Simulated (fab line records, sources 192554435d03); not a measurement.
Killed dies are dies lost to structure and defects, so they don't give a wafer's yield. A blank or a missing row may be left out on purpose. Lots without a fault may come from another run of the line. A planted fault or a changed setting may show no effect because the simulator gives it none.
Chamber matching | flow n5_finfet | N5_FIN_CUT_ETCH_30 on rie_diel-06: 4 sister chambers
The step etches underlayer in N2/H2, target depth 13 nm, time 10.4 s. 4 wafers are shown with their chamber, then 9 later ones without.

WAFERS WITH THEIR CHAMBER
wafer  | chamber | showerhead_plenum_p_Torr (Torr)
L081.6 | 3       | 2.61
L088.4 | 2       | 2.42
L088.5 | 0       | 2.70
L088.6 | 1       | 2.60

WAFERS WITHOUT THEIR CHAMBER
wafer  | showerhead_plenum_p_Torr (Torr)
L090.3 | 2.61
L090.4 | 2.69
L090.5 | 2.61
L094.1 | 2.59
L094.2 | 2.42
L094.3 | 2.69
L097.4 | 2.59
L097.5 | 2.60
L097.6 | 2.42

WHICH CHAMBER EACH WENT THROUGH
wafer  | from the rows above     | in truth
L090.3 | can't be placed: 3 or 1 | 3
L090.4 | 0                       | 0
L090.5 | can't be placed: 3 or 1 | 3
L094.1 | can't be placed: 1 or 3 | 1
L094.2 | 2                       | 2
L094.3 | 0                       | 0
L097.4 | can't be placed: 1 or 3 | 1
L097.5 | can't be placed: 1 or 3 | 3
L097.6 | 2                       | 2
Placed correctly: 4 of 9. Can't be placed from these rows: 5 (the true chamber is among the candidates in 5). Placed wrongly: 0.
How it was worked out, from the rows above alone: a wafer's distance from a chamber is the root of the sum, over the readings, of the square of ((its reading less the chamber's mean) divided by the reading's scatter). The wafer belongs to the nearest chamber; if the next one is less than 2 further off, it can't be placed. A chamber's mean is the mean of its shown wafers. The scatter: with one shown wafer a chamber, the root of the mean of the squares of how far each hidden wafer lies from its nearest shown one.
